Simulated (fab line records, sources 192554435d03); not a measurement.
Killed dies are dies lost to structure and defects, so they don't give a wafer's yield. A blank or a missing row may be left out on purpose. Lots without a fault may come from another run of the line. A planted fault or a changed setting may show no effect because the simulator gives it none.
fab line records | flow n5_finfet
record lots=10 wafers=30 last_day=16
route steps=1938 shown BEOL_M15@1805
lots that met no fault: from a run of the same line without faults
start_h: hours from the record's first day to the start of the lot's first wafer shown | wait_h: hours since the lot's step before | " the same as in the row above | L1.1+2: a row that stands for several wafers | - no value, or no start given | * or withheld: withheld | < > ~ a bound
route shown NAME@n: a module of which the file shows steps, and the number in the route of the first | usual: mean/standard deviation of fault-free wafers | same: alike in all rows | chamber/n: place in a boat | sites: the reading at each site | _std_site: their standard deviation | _edge_site: outer sites' mean less inner sites' | radius_mm: how far each site lies from the wafer's centre | mask NAME#n: copy n | behind: the tool/chamber that last shaped the wafer | hold: why the lot was held/for how many hours/how that ended | device: the transistor (n, p or np) that didn't switch | end of line: the same wafers' tests at the end of the route | a step without rows: its recipe alone | killed: dies lost to structure and defects at the first sort, not the wafer's yield | map: a wafer's dies, x killed, . not, _ none there
set.NAME: the setting as run; set.NAME@STEP: as run at that earlier step | model.NAME: the simulator's own value behind a step, which no gauge read
steps of the route over a sample of lots; a table a step, a row a wafer
services: from which hour (start_h, from the record's first day; less than 0 if before it) a tool's chamber was out of use, for how many hours, and why
## steps
# step N5_BEOL_M15_OVL_MEAS_29
# recipe points_per_wafer=44
# usual M15_OVL=1/6.1
# columns lot.wafer tool chamber start_h wait_h M15_OVL[nm]
L795.2 overlay-02 0 257.06 0.0 -6
L795.5 " 0 " " -10
L795.6 " 0 " " -6
L799.1 overlay-02 0 281.89 0.0 6
L799.3 " 0 " " 1
L799.6 " 0 " " 1
L800.1 overlay-01 0 282.57 0.0 1
L800.4 " 0 " " -1
L800.6 " 0 " " 8
L801.1 overlay-01 0 285.40 0.0 1
L801.3 " 0 " " 3
L801.6 " 0 " " -1
L802.1 overlay-01 0 292.01 0.0 4
L802.4 " 0 " " -1
L802.6 " 0 " " 5
L803.1 overlay-02 0 296.97 0.0 1
L803.4 " 0 " " 4
L803.6 " 0 " " 3
L808.2 overlay-02 0 328.28 0.0 -2
L808.5 " 0 " " -10
L808.6 " 0 " " -9
L811.1 overlay-02 0 332.99 0.0 -6
L811.3 " 0 " " -7
L811.6 " 0 " " -2
L814.1 overlay-02 0 371.52 0.0 9
L814.4 " 0 " " -1
L814.5 " 0 " " -1
L815.2 overlay-02 0 371.84 0.0 3
L815.3 " 0 " " 10
L815.4 " 0 " " -1
# step N5_BEOL_M15_INSPECT_30
# recipe mode=adi inspect_instrument=macro
# usual raw_defect_count=2.3/1.5
# columns lot.wafer tool chamber start_h wait_h raw_defect_count
L795.2 defect_inspect-02 - 257.08 0.0 2
L795.5 " - " " 4
L795.6 " - " " 0
L799.1 defect_inspect-02 - 281.91 0.0 4
L799.3 " - " " 2
L799.6 " - " " 2
L800.1 defect_inspect-02 - 282.59 0.0 1
L800.4 " - " " 4
L800.6 " - " " 1
L801.1 defect_inspect-01 - 285.42 0.0 5
L801.3 " - " " 4
L801.6 " - " " 1
L802.1 defect_inspect-02 - 292.03 0.0 0
L802.4 " - " " 4
L802.6 " - " " 2
L803.1 defect_inspect-02 - 296.99 0.0 3
L803.4 " - " " 4
L803.6 " - " " 2
L808.2 defect_inspect-01 - 328.30 0.0 4
L808.5 " - " " 3
L808.6 " - " " 8
L811.1 defect_inspect-01 - 333.02 0.0 3
L811.3 " - " " 3
L811.6 " - " " 7
L814.1 defect_inspect-01 - 371.54 0.0 3
L814.4 " - " " 3
L814.5 " - " " 4
L815.2 defect_inspect-02 - 371.86 0.0 2
L815.3 " - " " 1
L815.4 " - " " 3
# step N5_BEOL_M15_DESCUM_33
# recipe chemistry=O2 time_s=7.9 source_power_w=50 bias_power_w=20 pressure_mtorr=20 rf_frequency_hz=2.712e+07 temp_c=40 o2_flow_sccm=225
# usual drypump_motor_current_A=5.8/0.68 oes_product_au=0.79/0.089 rf_fwd_power_W=49.3/0.33 rf_vpp_V=242.6/1.6 showerhead_plenum_p_Torr=2.07/0.084 throttle_valve_pct=20.39/0.19
# columns lot.wafer tool chamber start_h wait_h drypump_motor_current_A oes_product_au rf_fwd_power_W rf_hours_counter_h rf_vpp_V showerhead_plenum_p_Torr throttle_valve_pct
L795.2 rie_diel-01 0 257.12 0.0 6.0 0.97 50.0 11 243.3 2.15 20.33
L795.5 " 3 " " 4.9 0.91 49.1 - 243.4 2.13 20.02
L795.6 " 0 " " 6.0 0.97 50.0 - 242.9 2.15 20.34
L799.1 rie_diel-01 3 282.01 0.1 4.8 0.90 49.3 29 243.5 2.13 20.02
L799.3 " 1 " " 5.8 0.85 49.6 67 244.7 2.21 20.28
L799.6 " 3 " " 4.9 0.90 49.4 - 243.8 2.13 20.02
L800.1 rie_diel-05 2 282.62 0.0 6.2 0.70 49.8 206 240.0 2.00 20.68
L800.4 " 3 " " 6.8 0.75 48.8 178 241.1 1.99 20.44
L800.6 " 2 " " 6.2 0.70 49.6 - 243.1 2.00 20.68
L801.1 rie_diel-05 3 285.48 0.1 6.8 0.75 49.0 179 242.3 1.99 20.45
L801.3 " 2 " " 6.2 0.69 49.5 207 242.7 2.00 20.69
L801.6 " 1 " " 6.0 0.92 49.3 - 242.0 2.05 20.40
L802.1 rie_diel-03 0 292.34 0.3 5.4 0.99 49.7 4 243.5 2.15 20.11
L802.4 " 3 " " 5.2 0.74 49.5 - 240.7 1.92 20.27
L802.6 " 0 " " 5.4 0.99 49.6 - 243.4 2.15 20.12
L803.1 rie_diel-05 3 297.62 0.6 6.8 0.74 48.9 183 242.2 1.99 20.44
L803.4 " 0 " " 4.7 0.82 48.8 75 243.1 2.02 20.21
L803.6 " 0 " " 4.7 0.83 48.8 - 242.5 2.02 20.20
L808.2 rie_diel-05 0 328.34 0.0 4.7 0.82 49.0 84 241.7 2.02 20.23
L808.5 " 1 " " 6.1 0.89 49.5 - 242.4 2.05 20.42
L808.6 " 0 " " 4.7 0.82 49.0 - 243.2 2.02 20.23
L811.1 rie_diel-05 3 333.05 0.0 6.8 0.73 49.1 193 242.9 1.98 20.46
L811.3 " 1 " " 6.0 0.89 49.6 39 241.9 2.05 20.41
L811.6 " 0 " " 4.7 0.81 48.7 - 242.9 2.02 20.23
L814.1 rie_diel-05 1 372.03 0.5 6.0 0.86 49.7 50 241.5 2.04 20.45
L814.4 " 3 " " 6.8 0.72 48.8 204 240.7 1.98 20.49
L814.5 " 0 " " 4.7 0.80 48.9 - 242.5 2.02 20.23
L815.2 rie_diel-01 3 372.47 0.6 4.8 0.85 49.2 58 242.6 2.12 20.06
L815.3 " 0 " " 6.0 0.88 49.6 49 244.2 2.13 20.39
L815.4 " 2 " " 6.4 0.69 49.5 238 244.3 2.14 20.77
# step N5_BEOL_M15_SPUTTER_43
# recipe material=TaN target_thk_a=150 temp_c=50 bias_v=168.6 power_w=15000 chamber_pressure_pa=0.12 time_s=24.19
# usual throttle_valve_pct=29.7/1.2
# columns lot.wafer tool chamber start_h wait_h throttle_valve_pct
L795.2 pvd_sputter-02 - 259.18 0.0 29.6
L795.5 " - " " 28.0
L795.6 " - " " 30.0
L799.1 pvd_sputter-03 - 283.47 0.0 32.2
L799.3 " - " " 29.9
L799.6 " - " " 28.0
L800.1 pvd_sputter-03 - 284.27 0.0 31.4
L800.4 " - " " 28.1
L800.6 " - " " 31.4
L801.1 pvd_sputter-03 - 287.77 0.0 29.8
L801.3 " - " " 28.0
L801.6 " - " " 31.4
L802.1 pvd_sputter-02 - 293.22 0.0 29.4
L802.4 " - " " 29.7
L802.6 " - " " 29.6
L803.1 pvd_sputter-01 - 298.57 0.0 31.1
L803.4 " - " " 29.4
L803.6 " - " " 29.1
L803.1 pvd_sputter-01 - 298.89 0.3 31.3
L803.4 " - " " 29.3
L803.6 " - " " 29.3
L808.2 pvd_sputter-02 - 329.89 0.0 29.4
L808.5 " - " " 27.7
L808.6 " - " " 29.8
L808.2 pvd_sputter-02 - 330.21 0.3 29.4
L808.5 " - " " 27.9
L808.6 " - " " 29.8
L811.1 pvd_sputter-03 - 336.85 0.0 31.5
L811.3 " - " " 27.8
L811.6 " - " " 32.4
L814.1 pvd_sputter-01 - 374.83 0.0 31.0
L814.4 " - " " 28.2
L814.5 " - " " 29.0
L815.2 pvd_sputter-03 - 375.15 0.0 31.2
L815.3 " - " " 29.9
L815.4 " - " " 32.3
# step N5_BEOL_M15_CMP_49
# recipe stop_on=SiO2 t_overpolish_s=4.9 down_force_psi=2 platen_rpm=80 clearing_platen_down_force_psi=2 clearing_platen_rpm=80 post_cmp_clean=cu_alkaline target_thk_nm=850 clearing_platen_pad_velocity_m_s=1.5917 pad_velocity_m_s=1.5917
# usual barrier_field_endpoint_s=11.41/0.2 motor_current_A=8.3/0.86 overpolish_run_s=4.899/0.0098 pad_life_wafers=1129/620
# columns lot.wafer tool chamber start_h wait_h barrier_field_endpoint_s motor_current_A overpolish_run_s pad_life_wafers
L795.2 cmp-04 2 260.90 0.3 11.57 9.6 4.912 1971
L795.6 " 3 " " 11.71 7.7 4.898 -
L795.5 " 0 " " 11.59 8.2 4.895 -
L799.3 cmp-01 1 284.80 0.2 11.32 8.0 4.908 1464
L799.1 " 0 " " 11.37 8.9 4.906 1467
L799.6 " 2 " " 11.09 7.1 4.903 -
L800.4 cmp-01 1 285.38 0.2 11.31 7.9 4.900 1471
L800.1 " 3 " " 11.64 8.2 4.895 1473
L800.6 " 1 " " 11.63 7.8 4.912 -
L801.1 cmp-01 3 288.59 0.3 11.23 8.3 4.918 1500
L801.3 " 0 " " 11.60 8.6 4.893 1501
L801.6 " 0 " " 11.59 8.3 4.887 -
L802.4 cmp-01 1 294.12 0.2 11.37 7.9 4.898 1556
L802.1 " 2 " " 11.12 7.4 4.897 1557
L802.6 " 0 " " 11.39 8.8 4.903 -
L803.4 cmp-04 0 299.82 0.2 17.05 8.3 4.900 262
L803.1 " 1 " " 16.76 10.1 4.900 263
L803.6 " 3 " " 17.24 8.2 4.891 -
L808.2 cmp-02 0 331.60 0.4 16.86 8.2 4.908 686
L808.6 " 2 " " 17.57 7.3 4.903 -
L808.5 " 3 " " 16.83 9.1 4.905 -
L811.1 cmp-01 3 338.40 0.3 11.33 8.4 4.897 1800
L811.3 " 0 " " 11.45 8.7 4.905 1801
L811.6 " 3 " " 11.47 8.2 4.882 -
L814.1 cmp-02 0 375.74 0.3 11.39 7.7 4.905 1045
L814.4 " 2 " " 11.24 7.5 4.886 1047
L814.5 " 3 " " 11.60 8.4 4.903 -
L815.3 cmp-01 3 376.56 0.2 11.14 7.9 4.906 2119
L815.4 " 0 " " 11.52 7.9 4.897 2120
L815.2 " 1 " " 11.56 8.2 4.915 2121
## services
# columns tool chamber start_h hours kind
cmp-02 - 238.64 4.0 pm
cmp-02 - 242.64 - consumable_replace:conditioner
cmp-02 - 242.64 - consumable_replace:pad
rie_diel-01 2 247.19 13.3 repair
rie_diel-03 2 251.67 11.3 repair
rie_diel-03 0 263.00 - clean
rie_diel-03 0 263.00 - consumable_replace:focus_ring
rie_diel-03 0 263.00 18.7 scheduled_down
rie_diel-03 0 263.00 18.7 vent_cycle
cmp-04 - 265.89 4.0 pm
cmp-04 - 269.89 - consumable_replace:conditioner
cmp-04 - 269.89 - consumable_replace:pad
rie_diel-01 2 276.08 10.4 repair
cmp-04 - 288.90 1.0 repair
rie_diel-03 1 291.76 7.9 repair
cmp-01 - 304.58 3.6 pm
cmp-01 - 308.18 7.7 pm
cmp-02 - 310.75 10.9 pm
pvd_sputter-01 - 347.55 1.5 repair
rie_diel-03 2 364.20 1.3 repair
rie_diel-03 0 374.44 14.3 repair
## key
first_sign step=N5_BEOL_M15_SPUTTER_43 reading=visit direction=added
effect step=N5_BEOL_M15_CMP_49 reading=barrier_field_endpoint_s direction=up sigmas=28 usual=11.41 struck=17.05
met_at N5_BEOL_M15_SPUTTER_43
struck_lots L803,L808
not_acting_at N5_BEOL_M15_OVL_MEAS_29,N5_BEOL_M15_INSPECT_30,N5_BEOL_M15_DESCUM_33
fault kind=repeated_step_whole tool=pvd_sputter-01,pvd_sputter-02,pvd_sputter-03 chamber=- onset_h=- steps=N5_BEOL_M15_SPUTTER_43 times=1 scope=struck_lots_only
